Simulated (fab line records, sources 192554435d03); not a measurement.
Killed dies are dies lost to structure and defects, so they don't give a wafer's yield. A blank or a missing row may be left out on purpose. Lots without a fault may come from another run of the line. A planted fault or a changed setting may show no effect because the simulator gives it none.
fab line records | flow n5_finfet
record lots=4 wafers=12 last_day=16
route steps=1938 shown GATE_CUT@465 BEOL_M4@1111
lots that met no fault: from a run of the same line without faults
start_h: hours from the record's first day to the start of the lot's first wafer shown | wait_h: hours since the lot's step before | " the same as in the row above | L1.1+2: a row that stands for several wafers | - no value, or no start given | * or withheld: withheld | < > ~ a bound
route shown NAME@n: a module of which the file shows steps, and the number in the route of the first | usual: mean/standard deviation of fault-free wafers | same: alike in all rows | chamber/n: place in a boat | sites: the reading at each site | _std_site: their standard deviation | _edge_site: outer sites' mean less inner sites' | radius_mm: how far each site lies from the wafer's centre | mask NAME#n: copy n | behind: the tool/chamber that last shaped the wafer | hold: why the lot was held/for how many hours/how that ended | device: the transistor (n, p or np) that didn't switch | end of line: the same wafers' tests at the end of the route | a step without rows: its recipe alone | killed: dies lost to structure and defects at the first sort, not the wafer's yield | map: a wafer's dies, x killed, . not, _ none there
set.NAME: the setting as run; set.NAME@STEP: as run at that earlier step | model.NAME: the simulator's own value behind a step, which no gauge read
lots at some steps of the route; a table a step, a row a wafer
services: from which hour (start_h, from the record's first day; less than 0 if before it) a tool's chamber was out of use, for how many hours, and why
## steps
# step N5_GATE_CUT_ETCHBACK_00
# recipe chemistry=SF6/Cl2 target=W pressure_mtorr=8 icp_w=900 bias_w=80 SF6_flow_sccm=40 Cl2_flow_sccm=60
# step N5_GATE_CUT_ETCH_56
# recipe chemistry=Cl2/Ar target=TiN target_depth_a=216 pressure_mtorr=10 icp_w=600 bias_w=60 Cl2_flow_sccm=40 Ar_flow_sccm=60
# step N5_GATE_CUT_ETCHBACK_30
# recipe chemistry=Cl2/Ar target=TiN target_depth_a=30 mode=isotropic pressure_mtorr=10 icp_w=600 bias_w=60 Cl2_flow_sccm=40 Ar_flow_sccm=60
# step N5_GATE_CUT_VAPOR_ETCH_60
# recipe chemistry=BCl3/Cl2 target=HfO2 mode=isotropic
# step N5_GATE_CUT_ETCH_58
# recipe chemistry=CH3F/O2 target=SiNx target_depth_a=170 time_s=128.6 ion_energy_ev=50 pressure_mtorr=30 source_w=415 bias_w=21 Ar_flow_sccm=150 CH3F_flow_sccm=30 O2_flow_sccm=20
# step N5_GATE_CUT_STRIP_59
# recipe chemistry=N2/H2 time_s=20 power_w=100 temp_c=40 pressure_mtorr=100 rf_frequency_hz=6e+07 bias_power_w=3 n2_flow_sccm=300 h2_flow_sccm=300
# step N5_GATE_CUT_PRECLEAN_31
# recipe temp_c=23 chemistry=DIW time_s=300
# step N5_GATE_CUT_SRD_32
# recipe time_s=30 temp_c=23 rinse_liquid=diw dry=ipa_marangoni
# step N5_GATE_CUT_SAC_CAP_01
# recipe material=SiNx target_thk_a=240 temp_c=400 ald_precursor_family=SiH2I2 ald_co_reactant=N2/H2-plasma pulse_time_s=1 ald_cycles=480 purge_time_s=2 co_reactant_purge_time_s=2 pressure_torr=2
# step N5_GATE_CUT_PECVD_57
# recipe material=SiNx target_thk_a=210 temp_c=400 precursor=SiH4/NH3/N2 pressure_torr=1.5 rf_w=300
# step N5_GATE_CUT_CMP_02
# recipe stop_on=SiO2 t_overpolish_s=12.7 post_cmp_clean=alkaline_brush down_force_psi=2.5 platen_rpm=51.8 pad_velocity_m_s=1.0307 target_thk_nm=0
# step N5_GATE_CUT_HM_DEP_46
# recipe material=SiO2 target_thk_a=1300 temp_c=400 precursor=TEOS/O2 pressure_torr=6.5 rf_w=900 teos_flow_sccm=161.4 gas=O2 flow_sccm=2650 time_s=26.6
# usual heater_power_w=510/66 showerhead_plenum_p_Torr=8.344/0.029 throttle_valve_pct=18.7/0.77
# columns lot.wafer tool chamber start_h wait_h heater_power_w showerhead_plenum_p_Torr throttle_valve_pct model.SiO2_of_GATE_CUT_HM_DEP_46.thk_nm
L702.2 pecvd-03 2 92.34 0.0 520 8.374 17.7 129.8
L702.4 " 0 " " 469 8.327 19.5 129.6
L702.6 " 2 " " 508 8.370 18.0 132
L707.1 pecvd-03 2 120.34 0.0 496 8.384 17.6 130.2
L707.5 " 2 " " 518 8.399 18.2 139
L707.6 " 1 " " 466 8.368 18.4 138
L710.4 pecvd-03 1 144.13 0.1 475 8.391 18.2 138.8
L710.5 " 2 " " 437 8.357 18.0 136
L710.6 " 0 " " 467 8.291 19.1 137
L721.1 pecvd-04 0 205.53 0.0 442 8.319 18.9 126.6
L721.5 " 0 " " 445 8.320 18.3 129.4
L721.6 " 1 " " 516 8.336 19.1 129.8
# step N5_GATE_CUT_COAT_34
# recipe resist=SOC temp_c=250 time_s=60 spin_rpm=1500 resist_thk_nm=60
# step N5_GATE_CUT_COAT_35
# recipe resist=SiARC temp_c=220 time_s=60 spin_rpm=1500 resist_thk_nm=10
# step N5_GATE_CUT_COAT_27
# recipe resist=underlayer temp_c=205 time_s=60 spin_rpm=1500 resist_thk_nm=10
# step N5_GATE_CUT_COAT_07
# recipe resist=CAR-EUV spin_rpm=1500 resist_thk_nm=30
# step N5_GATE_CUT_EBR_09
# recipe solvent=PGMEA ebr_width_mm=1.5
# step N5_GATE_CUT_SOFTBAKE_08
# recipe temp_c=110 time_s=60 resist=CAR-EUV
# step N5_GATE_CUT_EXPOSE_10
# recipe mask_id=GATE_CUT na=0.33 source_shape=annular sigma_inner=0.35 sigma_outer=0.8 polarization=unpolarized target_cd_nm=20 dose_mj=43.25
# step N5_GATE_CUT_PEB_11
# recipe peb_temp_c=100 peb_time_s=60 resist=CAR-EUV
# step N5_GATE_CUT_DEVELOP_12
# recipe develop_time_s=30 developer=TMAH resist=CAR-EUV rinse_liquid=surfactant_rinse dry=air_spin dev_temp_c=23
# step N5_GATE_CUT_DESCUM_18
# recipe chemistry=O2 time_s=7 source_power_w=50 bias_power_w=20 pressure_mtorr=20 rf_frequency_hz=2.712e+07 temp_c=40 resist=CAR-EUV o2_flow_sccm=225
# step N5_GATE_CUT_ETCH_28
# recipe chemistry=N2/H2 target=underlayer target_depth_a=130 mask_material=CAR-EUV time_s=10.4 ion_energy_ev=200 pressure_mtorr=30 source_w=840 bias_w=150 n2_flow_sccm=200 h2_flow_sccm=200 ends=cleared
# step N5_GATE_CUT_ETCH_36
# recipe chemistry=CF4 target=SiARC target_depth_a=130 mask_material=CAR-EUV time_s=21.7 ion_energy_ev=80 pressure_mtorr=40 source_w=545 bias_w=36 Ar_flow_sccm=100 cf4_flow_sccm=100 ends=cleared
# step N5_GATE_CUT_ETCH_37
# recipe chemistry=N2/H2 target=SOC target_depth_a=600 overetch_a=120 mask_material=SiARC temp_c=40 time_s=90 ion_energy_ev=200 pressure_mtorr=30 source_w=840 bias_w=150 n2_flow_sccm=200 h2_flow_sccm=200
# step N5_GATE_CUT_STRIP_38
# recipe chemistry=N2/H2 temp_c=40 n2_flow_sccm=200 h2_flow_sccm=200 rf_frequency_hz=6e+07
# step N5_GATE_CUT_STRIP_39
# recipe chemistry=N2/H2 temp_c=40 n2_flow_sccm=200 h2_flow_sccm=200 rf_frequency_hz=6e+07
# step N5_GATE_CUT_HM_OPEN_40
# recipe chemistry=C4F6/O2 target=SiO2 mask_material=SiARC target_depth_a=1390 time_s=85.1 ion_energy_ev=250 pressure_mtorr=30 source_w=345 bias_w=185 Ar_flow_sccm=300 C4F6_flow_sccm=10 O2_flow_sccm=10 ends=cleared
# usual drypump_motor_current_A=5.8/0.4 etch_rf_on_time_s=93.8/1.7 oes_product_au=0.68/0.05 rf_vpp_V=665/8.8 showerhead_plenum_p_Torr=2.85/0.073 throttle_valve_pct=21.02/0.17
# columns lot.wafer tool chamber start_h wait_h drypump_motor_current_A etch_rf_on_time_s oes_product_au rf_hours_counter_h rf_vpp_V showerhead_plenum_p_Torr throttle_valve_pct model.etch.depth_nm model.SOC_of_GATE_CUT_COAT_34.thk_nm
L702.2 rie_diel-05 3 93.00 0.0 6.1 91.9 0.75 74 659 2.77 20.89 129.7 32.6
L702.4 " 2 " " 5.3 95.7 0.66 161 650 2.96 20.75 129.6 32.8
L702.6 " 2 " " 5.3 97.3 0.66 - 651 2.96 20.75 132 32.2
L707.1 rie_diel-04 1 121.53 0.0 5.2 94.0 0.82 21 679 2.92 20.97 130.1 32
L707.5 " 3 " " 5.3 100.1 0.64 - 674 2.83 20.77 139.1 30.6
L707.6 " 2 " " 6.2 98.8 0.68 - 661 2.87 21.24 138 31
L710.4 rie_diel-04 0 144.88 0.0 5.2 100.5 0.65 184 673 2.73 21.09 138.8 31.2
L710.5 " 0 " " 5.2 98.0 0.66 - 673 2.73 21.09 136.1 31.8
L710.6 " 1 " " 5.2 99.9 0.80 - 678 2.91 20.98 137.1 30.8
L721.1 rie_diel-04 2 206.18 0.0 6.2 91.0 0.66 167 660 2.86 21.29 126.6 33.4
L721.5 " 0 " " 5.3 94.4 0.64 - 672 2.72 21.11 129.3 33.2
L721.6 " 2 " " 6.2 93.7 0.65 - 663 2.86 21.28 129.8 32.6
# step N5_GATE_CUT_STRIP_41
# recipe chemistry=CF4 resist=SiARC power_w=300 bias_power_w=75 pressure_mtorr=50 cf4_flow_sccm=150 rf_frequency_hz=6e+07
# step N5_GATE_CUT_STRIP_42
# recipe chemistry=O2 power_w=400 temp_c=40 pressure_mtorr=30 rf_frequency_hz=6e+07 bias_power_w=0 overash_fraction=0.3 o2_flow_sccm=225
# step N5_GATE_CUT_ETCH_19
# recipe chemistry=CH3F/O2 target=SiNx mask_material=SiO2 target_depth_a=537 time_s=76.7 pressure_mtorr=30 source_w=395 bias_w=73 Ar_flow_sccm=150 CH3F_flow_sccm=30 O2_flow_sccm=20 ion_energy_ev=120 ends=cleared
# step N5_GATE_CUT_CUT_ETCH_53
# recipe chemistry=SF6/Cl2 target=W mask_material=SiO2 target_depth_a=792 pressure_mtorr=8 icp_w=900 bias_w=80 SF6_flow_sccm=40 Cl2_flow_sccm=60 ends=cleared
# step N5_GATE_CUT_CUT_ETCH_54
# recipe chemistry=Cl2/BCl3 target=TiN mask_material=SiO2 target_depth_a=967 pressure_mtorr=10 icp_w=1000 bias_w=126 Cl2_flow_sccm=53.25 bcl3_flow_sccm=21.75 Ar_flow_sccm=25 ends=cleared
# step N5_GATE_CUT_CUT_ETCH_55
# recipe chemistry=BCl3 target=HfO2 mask_material=SiO2 target_depth_a=32 ion_energy_ev=30 pressure_mtorr=5 icp_w=450 bias_w=18 bcl3_flow_sccm=80
# step N5_GATE_CUT_ETCH_47
# recipe chemistry=Cl2/BCl3 target=SiO2 target_depth_a=100 pressure_mtorr=10 icp_w=1000 bias_w=126 Cl2_flow_sccm=53.25 bcl3_flow_sccm=21.75 Ar_flow_sccm=25
# step N5_GATE_CUT_VAPOR_ETCH_48
# recipe chemistry=BCl3/Cl2 target=TiN mode=isotropic
# step N5_GATE_CUT_VAPOR_ETCH_49
# recipe chemistry=BCl3/Cl2 target=TiAlC mode=isotropic
# step N5_GATE_CUT_VAPOR_ETCH_51
# recipe chemistry=BCl3/Cl2 target=HfO2 mode=isotropic
# step N5_GATE_CUT_THK_MEAS_24
# recipe reads=SiO2_of_GATE_CUT_HM_DEP_46+SiO2_flowable_of_ILD0_FCVD_FILL_01
# usual GC_FILL_THK=220.0/1.7
# columns lot.wafer tool chamber start_h wait_h GC_FILL_THK[nm]
L702.2 film_metro-02 - 96.24 - 219.1
L702.4 " - " " 219.5
L702.6 " - " " 221.7
L707.1 film_metro-02 - 124.05 - 219.4
L707.5 " - " " 229.6
L707.6 " - " " 227.4
L710.4 film_metro-01 - 147.34 - 229.9
L710.5 " - " " 227.5
L710.6 " - " " 228.6
L721.1 film_metro-02 - 208.67 - 216.3
L721.5 " - " " 220.8
L721.6 " - " " 219.7
# step N5_GATE_CUT_CMP_43
# recipe material=SiO2 post_cmp_clean=rinse_only
# usual motor_current_A=12.1/1.1
# columns lot.wafer tool chamber start_h wait_h motor_current_A model.SiO2_of_GATE_CUT_HM_DEP_46.thk_nm
L702.2 cmp-04 0 96.43 0.2 11.2 5
L702.4 " 1 " " 12.6 5
L702.6 " 3 " " 13.1 5.2
L707.1 cmp-02 3 124.32 0.3 12.8 5
L707.6 " 0 " " 11.6 5.4
L707.5 " 1 " " 11.4 5.4
L710.4 cmp-02 2 147.37 0.0 11.7 5.4
L710.6 " 2 " " 11.4 5.4
L710.5 " 3 " " 12.2 5.4
L721.1 cmp-04 0 208.86 0.2 10.9 4.8
L721.6 " 2 " " 11.5 5
L721.5 " 3 " " 14.3 5
# step N5_BEOL_M4_RC_MEAS_101
# usual DIBL_N=36.3/1.7 DIBL_P=36.5/1.8 IOFF_N=0.16/0.033 IOFF_P=0.21/0.037 ION_N=675/11 ION_P=462/7.9 SS_N=71.6/0.64 SS_P=73.3/0.68 VT_N=249/3.3 VT_P=-250/3.3
# columns lot.wafer tool chamber start_h wait_h DIBL_N[mV/V] DIBL_P[mV/V] IOFF_N[nA/um] IOFF_P[nA/um] ION_N[uA/um] ION_P[uA/um] SS_N[mV/dec] SS_P[mV/dec] VT_N[mV] VT_P[mV]
L702.2 prober-02 0 179.71 0.2 36.0 36.0 0.17 0.24 697 478 71.6 73.3 248 -249
L702.4 " 0 " " 35.7 36.2 0.16 0.24 670 467 71.5 73.4 251 -248
L702.6 " 0 " " 34.0 33.7 0.13 0.19 667 461 72.1 72.2 249 -250
L707.1 prober-01 0 202.13 0.0 36.6 38.1 0.19 0.25 701 478 72.2 74.2 244 -247
L707.5 " 0 " " 38.7 40.4 0.23 0.30 704 477 71.8 73.9 241 -246
L707.6 " 0 " " 35.0 35.7 0.15 0.20 672 461 71.6 73.2 248 -252
L710.4 prober-02 0 224.24 0.6 36.8 36.9 0.14 0.19 669 451 71.4 73.1 253 -252
L710.5 " 0 " " 36.0 36.4 0.13 0.17 657 448 70.8 72.8 250 -257
L710.6 " 0 " " 35.1 36.4 0.13 0.19 672 463 70.9 74.2 251 -253
L721.1 prober-02 0 287.94 0.0 35.1 35.5 0.16 0.19 689 469 72.3 73.0 248 -250
L721.5 " 0 " " 34.9 34.7 0.15 0.19 681 466 70.9 72.8 250 -249
L721.6 " 0 " " 33.3 33.1 0.13 0.17 679 465 70.6 73.0 251 -254
## services
# columns tool chamber start_h hours kind
pecvd-04 0 69.27 4.5 repair
rie_diel-05 1 75.65 12.2 repair
rie_diel-04 3 102.34 4.6 repair
rie_diel-05 3 106.16 6.8 repair
cmp-02 - 111.91 0.3 repair
cmp-02 - 119.22 4.0 pm
cmp-02 - 123.22 - consumable_replace:conditioner
cmp-02 - 123.22 - consumable_replace:pad
cmp-04 - 131.04 0.9 repair
rie_diel-05 1 139.32 17.3 repair
pecvd-03 - 141.25 0.5 repair
rie_diel-04 0 150.47 3.8 repair
cmp-02 - 152.72 2.9 repair
pecvd-03 0 160.72 5.5 scheduled_down
pecvd-04 1 163.50 5.5 scheduled_down
rie_diel-04 2 180.80 8.5 repair
rie_diel-04 3 189.27 - clean
rie_diel-04 3 189.27 - consumable_replace:focus_ring
rie_diel-04 3 189.27 22.4 scheduled_down
rie_diel-04 3 189.27 22.4 vent_cycle
pecvd-04 2 202.38 - clean
pecvd-04 2 202.38 - consumable_replace:showerhead
pecvd-04 2 202.38 29.0 scheduled_down
pecvd-04 2 202.38 29.0 vent_cycle
## key
first_sign step=N5_GATE_CUT_HM_OPEN_40 reading=etch_rf_on_time_s direction=up sigmas=3.3 usual=* struck=*
effect step=N5_GATE_CUT_THK_MEAS_24 reading=GC_FILL_THK direction=up sigmas=5 usual=220.0 struck=228.6
model_effect step=N5_GATE_CUT_HM_DEP_46 value=SiO2_of_GATE_CUT_HM_DEP_46.thk_nm without=131.4 struck=137.8
model_effect step=N5_GATE_CUT_HM_OPEN_40 value=etch.depth_nm without=131.4 struck=137.8
model_effect step=N5_GATE_CUT_CMP_43 value=SiO2_of_GATE_CUT_HM_DEP_46.thk_nm without=5.08 struck=5.4
met_at N5_GATE_CUT_HM_DEP_46
struck_wafers L707.5,L707.6,L710.4,L710.5,L710.6
onset_between 92.34 120.34
fault kind=process_parameter_drift tool=pecvd-03 chamber=- onset_h=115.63 steps=N5_GATE_CUT_HM_DEP_46 channel=time_s offset=* shape=step end_h=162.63 scope=struck_wafers_only acts_in=* stated=*
